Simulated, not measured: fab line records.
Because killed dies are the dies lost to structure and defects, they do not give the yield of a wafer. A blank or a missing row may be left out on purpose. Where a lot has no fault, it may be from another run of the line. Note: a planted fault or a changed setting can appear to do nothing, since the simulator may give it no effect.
What tool caused it? / flow n5 finfet / 10 lots, 30 wafers sampled, at 5 steps of a route of 1938

WHAT THE GAUGES SHOWED, per wafer
N5_BEOL_M4_RC_MEAS_101.
lot=L533; measured=day 9 10:38; on=prober-02; DIBL_N (mV/V)=37.8 42.0 34.8; DIBL_P (mV/V)=36.2 40.1 33.9; IOFF_N (nA/um)=0.15 0.27 0.13; IOFF_P (nA/um)=0.21 0.27 0.18; ION_N (uA/um)=666 682 680; ION_P (uA/um)=459 458 468; SS_N (mV/dec)=71.6 73.9 71.1; SS_P (mV/dec)=72.7 74.7 72.6; VT_N (mV)=250 245 252; VT_P (mV)=-249 -249 -251
lot=L536; measured=day 9 15:41; on=prober-02; DIBL_N (mV/V)=36.5 34.4 33.4; DIBL_P (mV/V)=36.7 34.7 32.6; IOFF_N (nA/um)=0.15 0.12 0.11; IOFF_P (nA/um)=0.19 0.16 0.14; ION_N (uA/um)=653 667 650; ION_P (uA/um)=448 453 442; SS_N (mV/dec)=71.6 71.0 70.7; SS_P (mV/dec)=73.3 72.7 71.6; VT_N (mV)=254 254 257; VT_P (mV)=-258 -257 -257
lot=L540; measured=day 10 22:46; on=prober-01; DIBL_N (mV/V)=36.2 36.9 35.3; DIBL_P (mV/V)=36.5 37.1 35.5; IOFF_N (nA/um)=0.14 0.16 0.13; IOFF_P (nA/um)=0.21 0.23 0.20; ION_N (uA/um)=674 673 674; ION_P (uA/um)=459 467 465; SS_N (mV/dec)=71.4 71.7 71.0; SS_P (mV/dec)=73.3 74.2 73.5; VT_N (mV)=256 251 251; VT_P (mV)=-252 -245 -250
lot=L541; measured=day 11 09:17; on=prober-02; DIBL_N (mV/V)=36.3 37.3 36.5; DIBL_P (mV/V)=36.6 38.0 37.6; IOFF_N (nA/um)=0.15 0.16 0.16; IOFF_P (nA/um)=0.21 0.23 0.22; ION_N (uA/um)=678 659 681; ION_P (uA/um)=468 459 463; SS_N (mV/dec)=71.1 71.4 71.4; SS_P (mV/dec)=73.3 74.0 73.7; VT_N (mV)=252 250 247; VT_P (mV)=-252 -248 -250
lot=L544; measured=day 11 17:41; on=prober-01; DIBL_N (mV/V)=39.4 37.4 37.5; DIBL_P (mV/V)=38.3 34.6 36.3; IOFF_N (nA/um)=0.19 0.15 0.16; IOFF_P (nA/um)=0.29 0.22 0.26; ION_N (uA/um)=660 660 674; ION_P (uA/um)=458 462 468; SS_N (mV/dec)=72.1 71.8 72.5; SS_P (mV/dec)=74.2 73.2 73.5; VT_N (mV)=249 252 251; VT_P (mV)=-245 -248 -248
lot=L545; measured=day 12 08:23; on=prober-01; DIBL_N (mV/V)=35.5 33.3 35.3; DIBL_P (mV/V)=35.2 32.9 34.6; IOFF_N (nA/um)=0.13 0.11 0.14; IOFF_P (nA/um)=0.18 0.16 0.18; ION_N (uA/um)=650 656 665; ION_P (uA/um)=451 459 452; SS_N (mV/dec)=71.8 70.9 71.5; SS_P (mV/dec)=73.1 72.7 73.1; VT_N (mV)=252 254 253; VT_P (mV)=-251 -254 -251
lot=L547; measured=day 12 19:28; on=prober-01; DIBL_N (mV/V)=36.6 37.8 41.0; DIBL_P (mV/V)=32.5 34.6 37.7; IOFF_N (nA/um)=0.13 0.16 0.23; IOFF_P (nA/um)=0.18 0.22 0.27; ION_N (uA/um)=661 673 677; ION_P (uA/um)=455 457 462; SS_N (mV/dec)=71.1 71.8 72.7; SS_P (mV/dec)=73.0 74.1 74.2; VT_N (mV)=252 247 244; VT_P (mV)=-254 -249 -249
lot=L548; measured=day 13 03:19; on=prober-01; DIBL_N (mV/V)=38.8 35.6 38.5; DIBL_P (mV/V)=40.6 36.4 40.4; IOFF_N (nA/um)=0.21 0.15 0.21; IOFF_P (nA/um)=0.29 0.21 0.30; ION_N (uA/um)=670 656 670; ION_P (uA/um)=462 456 467; SS_N (mV/dec)=72.3 71.5 72.9; SS_P (mV/dec)=74.8 72.8 74.9; VT_N (mV)=247 253 245; VT_P (mV)=-244 -249 -247
lot=L554; measured=day 14 07:49; on=prober-02; DIBL_N (mV/V)=38.0 39.0 37.8; DIBL_P (mV/V)=37.2 39.1 36.6; IOFF_N (nA/um)=0.19 0.23 0.18; IOFF_P (nA/um)=0.26 0.31 0.25; ION_N (uA/um)=699 682 674; ION_P (uA/um)=472 467 463; SS_N (mV/dec)=71.8 71.8 72.4; SS_P (mV/dec)=73.5 74.1 73.6; VT_N (mV)=249 245 248; VT_P (mV)=-244 -244 -245
lot=L555; measured=day 14 16:10; on=prober-01; DIBL_N (mV/V)=37.0 36.8 38.7; DIBL_P (mV/V)=38.4 38.0 39.6; IOFF_N (nA/um)=0.17 0.17 0.20; IOFF_P (nA/um)=0.22 0.24 0.26; ION_N (uA/um)=674 676 694; ION_P (uA/um)=467 459 470; SS_N (mV/dec)=71.4 72.2 72.2; SS_P (mV/dec)=73.3 74.1 73.6; VT_N (mV)=251 248 249; VT_P (mV)=-250 -248 -248

EACH LOT AND THE TOOL THAT RAN IT (in order: tool; ch and the chambers of the sampled wafers; start)
lot=L533; N5_HKMG_FIN_ETCH_86=rie diel-04 ch 1,2, day 4 11:59; N5_HKMG_FIN_ALD_71=ald metal-02 ch 0,3, day 4 12:43; N5_HKMG_FIN_STRIP_69=plasma asher-01 ch 0, day 4 13:25; N5_HKMG_FIN_W_FILL_22=cvd w-01 ch 0, day 4 14:14
lot=L536; N5_HKMG_FIN_ETCH_86=rie diel-02 ch 1,2,3, day 5 07:08; N5_HKMG_FIN_ALD_71=ald metal-03 ch 1,2,3, day 5 07:53; N5_HKMG_FIN_STRIP_69=plasma asher-02 ch 0,1, day 5 08:37; N5_HKMG_FIN_W_FILL_22=cvd w-02 ch 0,1, day 5 09:25
lot=L540; N5_HKMG_FIN_ETCH_86=rie diel-04 ch 0,2,3, day 6 07:11; N5_HKMG_FIN_ALD_71=ald metal-04 ch 2,3, day 6 07:55; N5_HKMG_FIN_STRIP_69=plasma asher-02 ch 0,1, day 6 08:49; N5_HKMG_FIN_W_FILL_22=cvd w-01 ch 0,1, day 6 09:30
lot=L541; N5_HKMG_FIN_ETCH_86=rie diel-04 ch 1,2,3, day 6 10:23; N5_HKMG_FIN_ALD_71=ald metal-03 ch 0,1,3, day 6 11:07; N5_HKMG_FIN_STRIP_69=plasma asher-02 ch 0,1, day 6 11:49; N5_HKMG_FIN_W_FILL_22=cvd w-02 ch 0,1, day 6 12:37
lot=L544; N5_HKMG_FIN_ETCH_86=rie diel-05 ch 0,3, day 7 11:53; N5_HKMG_FIN_ALD_71=ald metal-04 ch 1,2,3, day 7 12:38; N5_HKMG_FIN_STRIP_69=plasma asher-01 ch 0,1, day 7 13:20; N5_HKMG_FIN_W_FILL_22=cvd w-01 ch 0,1, day 7 14:09
lot=L545; N5_HKMG_FIN_ETCH_86=rie diel-02 ch 0,1,3, day 7 13:13; N5_HKMG_FIN_ALD_71=ald metal-03 ch 1,2,3, day 7 13:58; N5_HKMG_FIN_STRIP_69=plasma asher-02 ch 0,1, day 7 14:47; N5_HKMG_FIN_W_FILL_22=cvd w-02 ch 0,1, day 7 15:29
lot=L547; N5_HKMG_FIN_ETCH_86=rie diel-04 ch 2,3, day 7 22:27; N5_HKMG_FIN_ALD_71=ald metal-03 ch 0,2,3, day 7 23:14; N5_HKMG_FIN_STRIP_69=plasma asher-02 ch 0,1, day 7 23:56; N5_HKMG_FIN_W_FILL_22=cvd w-01 ch 0,1, day 8 00:45
lot=L548; N5_HKMG_FIN_ETCH_86=rie diel-05 ch 0,1, day 8 03:26; N5_HKMG_FIN_ALD_71=ald metal-03 ch 1,3, day 8 04:10; N5_HKMG_FIN_STRIP_69=plasma asher-02 ch 0,1, day 8 05:05; N5_HKMG_FIN_W_FILL_22=cvd w-01 ch 0,1, day 8 05:47
lot=L554; N5_HKMG_FIN_ETCH_86=rie diel-05 ch 1,2,3, day 9 17:29; N5_HKMG_FIN_ALD_71=ald metal-04 ch 0,3, day 9 18:13; N5_HKMG_FIN_STRIP_69=plasma asher-02 ch 1, day 9 18:55; N5_HKMG_FIN_W_FILL_22=cvd w-01 ch 0,1, day 9 19:43
lot=L555; N5_HKMG_FIN_ETCH_86=rie diel-02 ch 2,3, day 9 21:45; N5_HKMG_FIN_ALD_71=ald metal-02 ch 0,2,3, day 9 22:29; N5_HKMG_FIN_STRIP_69=plasma asher-01 ch 0,1, day 9 23:19; N5_HKMG_FIN_W_FILL_22=cvd w-01 ch 0,1, day 10 00:01
- N5_HKMG_FIN_ETCH_86: etches SOC in N2/H2, stops on TiN, target depth 393.2 nm.
- N5_HKMG_FIN_ALD_71: deposits TiN, target thk 1 nm, pulse time 1 s, purge time 3 s.
- N5_HKMG_FIN_STRIP_69: strips in N2/H2, time 360 s.
- N5_HKMG_FIN_W_FILL_22: material W, target thk 60 nm, time 18.2 s.

WHAT THE TOOLS THEMSELVES READ (means of the sampled wafers that have a number; where no wafer has one, the mark that the record gives instead)
N5_HKMG_FIN_ETCH_86.
lot=L533; tool=rie diel-04; drypump motor current A (A)=5.5; oes product au (a.u.)=0.74; rf vpp V (V)=241.0; showerhead plenum p Torr (Torr)=2.58; throttle valve pct (%)=18.02
lot=L536; tool=rie diel-02; drypump motor current A (A)=5.7; oes product au (a.u.)=0.76; rf vpp V (V)=241.7; showerhead plenum p Torr (Torr)=2.63; throttle valve pct (%)=17.89
lot=L540; tool=rie diel-04; drypump motor current A (A)=5.8; oes product au (a.u.)=0.76; rf vpp V (V)=240.8; showerhead plenum p Torr (Torr)=2.51; throttle valve pct (%)=17.78
lot=L541; tool=rie diel-04; drypump motor current A (A)=5.7; oes product au (a.u.)=0.72; rf vpp V (V)=241.6; showerhead plenum p Torr (Torr)=2.58; throttle valve pct (%)=18.08
lot=L544; tool=rie diel-05; drypump motor current A (A)=5.8; oes product au (a.u.)=0.72; rf vpp V (V)=241.2; showerhead plenum p Torr (Torr)=2.54; throttle valve pct (%)=18.10
lot=L545; tool=rie diel-02; drypump motor current A (A)=5.5; oes product au (a.u.)=0.71; rf vpp V (V)=240.4; showerhead plenum p Torr (Torr)=2.52; throttle valve pct (%)=17.92
lot=L547; tool=rie diel-04; drypump motor current A (A)=6.0; oes product au (a.u.)=0.72; rf vpp V (V)=240.5; showerhead plenum p Torr (Torr)=2.51; throttle valve pct (%)=18.00
lot=L548; tool=rie diel-05; drypump motor current A (A)=6.2; oes product au (a.u.)=0.68; rf vpp V (V)=239.9; showerhead plenum p Torr (Torr)=2.44; throttle valve pct (%)=18.10
lot=L554; tool=rie diel-05; drypump motor current A (A)=6.0; oes product au (a.u.)=0.71; rf vpp V (V)=240.4; showerhead plenum p Torr (Torr)=2.51; throttle valve pct (%)=17.91
lot=L555; tool=rie diel-02; drypump motor current A (A)=5.9; oes product au (a.u.)=0.77; rf vpp V (V)=241.6; showerhead plenum p Torr (Torr)=2.63; throttle valve pct (%)=17.83

N5_HKMG_FIN_ALD_71.
lot=L533; tool=ald metal-02; heater power w (W)=805; precursor pulse height rel=1.017; susceptor temp C (C)=400.04
lot=L536; tool=ald metal-03; heater power w (W)=854; precursor pulse height rel=0.996; susceptor temp C (C)=399.83
lot=L540; tool=ald metal-04; heater power w (W)=896; precursor pulse height rel=1.023; susceptor temp C (C)=400.22
lot=L541; tool=ald metal-03; heater power w (W)=858; precursor pulse height rel=0.990; susceptor temp C (C)=400.22
lot=L544; tool=ald metal-04; heater power w (W)=908; precursor pulse height rel=1.011; susceptor temp C (C)=400.16
lot=L545; tool=ald metal-03; heater power w (W)=878; precursor pulse height rel=1.028; susceptor temp C (C)=403.96
lot=L547; tool=ald metal-03; heater power w (W)=894; precursor pulse height rel=0.974; susceptor temp C (C)=403.92
lot=L548; tool=ald metal-03; heater power w (W)=880; precursor pulse height rel=0.993; susceptor temp C (C)=403.78
lot=L554; tool=ald metal-04; heater power w (W)=888; precursor pulse height rel=0.989; susceptor temp C (C)=400.10
lot=L555; tool=ald metal-02; heater power w (W)=826; precursor pulse height rel=0.989; susceptor temp C (C)=400.11

N5_HKMG_FIN_STRIP_69.
lot=L533; tool=plasma asher-01; drypump motor current A (A)=5.88; heater power w (W)=453
lot=L536; tool=plasma asher-02; drypump motor current A (A)=5.87; heater power w (W)=503
lot=L540; tool=plasma asher-02; drypump motor current A (A)=5.88; heater power w (W)=504
lot=L541; tool=plasma asher-02; drypump motor current A (A)=5.87; heater power w (W)=504
lot=L544; tool=plasma asher-01; drypump motor current A (A)=5.71; heater power w (W)=444
lot=L545; tool=plasma asher-02; drypump motor current A (A)=6.06; heater power w (W)=478
lot=L547; tool=plasma asher-02; drypump motor current A (A)=6.06; heater power w (W)=476
lot=L548; tool=plasma asher-02; drypump motor current A (A)=6.04; heater power w (W)=476
lot=L554; tool=plasma asher-02; drypump motor current A (A)=5.70; heater power w (W)=522
lot=L555; tool=plasma asher-01; drypump motor current A (A)=5.78; heater power w (W)=446

N5_HKMG_FIN_W_FILL_22.
lot=L533; tool=cvd w-01; heater power w (W)=760; throttle valve pct (%)=20.6
lot=L536; tool=cvd w-02; heater power w (W)=866; throttle valve pct (%)=19.2
lot=L540; tool=cvd w-01; heater power w (W)=777; throttle valve pct (%)=20.0
lot=L541; tool=cvd w-02; heater power w (W)=931; throttle valve pct (%)=18.8
lot=L544; tool=cvd w-01; heater power w (W)=817; throttle valve pct (%)=19.2
lot=L545; tool=cvd w-02; heater power w (W)=868; throttle valve pct (%)=19.3
lot=L547; tool=cvd w-01; heater power w (W)=803; throttle valve pct (%)=19.2
lot=L548; tool=cvd w-01; heater power w (W)=801; throttle valve pct (%)=19.2
lot=L554; tool=cvd w-01; heater power w (W)=772; throttle valve pct (%)=20.0
lot=L555; tool=cvd w-01; heater power w (W)=794; throttle valve pct (%)=19.2

THE ANSWER, worked out from the rows above alone
Rule: the lots themselves supply what counts as usual. Put in order of their means at a reading, lots are off if they are a third of the lots or fewer, leave a main group of 4 or more, and stand apart from it by a gap of 3 or more times the standard deviation of the main group's means; of several such gaps the widest counts. The tables above print the reading to a certain number of digits; a main group whose means all agree to those digits is not used. Also off: a lot with no number at a reading for which 4 or more lots have one. All remaining lots with rows at the step are treated as sound. Order of review: gauges by route order, followed by the tools' own readings, for which a lot's mean as printed above is used. The first step at which some lot is off is used, and at that step the reading that is off furthest; a lot without a number counts as furthest.
Off: L545, L547, L548 (N5_HKMG_FIN_ALD_71, susceptor temp C). The main group has a mean of 400.10 C with a standard deviation of 0.12.
If a tool, at that step or one of the process steps before it, ran each lot that is off and ran no sound lot following the first of them, it fits. One candidate fits, namely ald metal-03 at N5_HKMG_FIN_ALD_71. A fault onset in the window from L541 (day 6 11:07, its last sound lot) to L545 (day 7 13:58, its first lot off) fits.
The tool's own readings at N5_HKMG_FIN_ALD_71 bear it out: on the lots that are off they differ by more than 5 times the standard deviation of the sound lots' means. susceptor temp C reads 403.89 C there against 400.10 C on the sound lots.

WHAT THE SIMULATOR HAD INSERTED
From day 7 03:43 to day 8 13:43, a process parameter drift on ald metal-03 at N5_HKMG_FIN_ALD_71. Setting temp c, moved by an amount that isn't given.
Struck lots among those shown: L545, L547, L548. The rule given above showed the same thing.
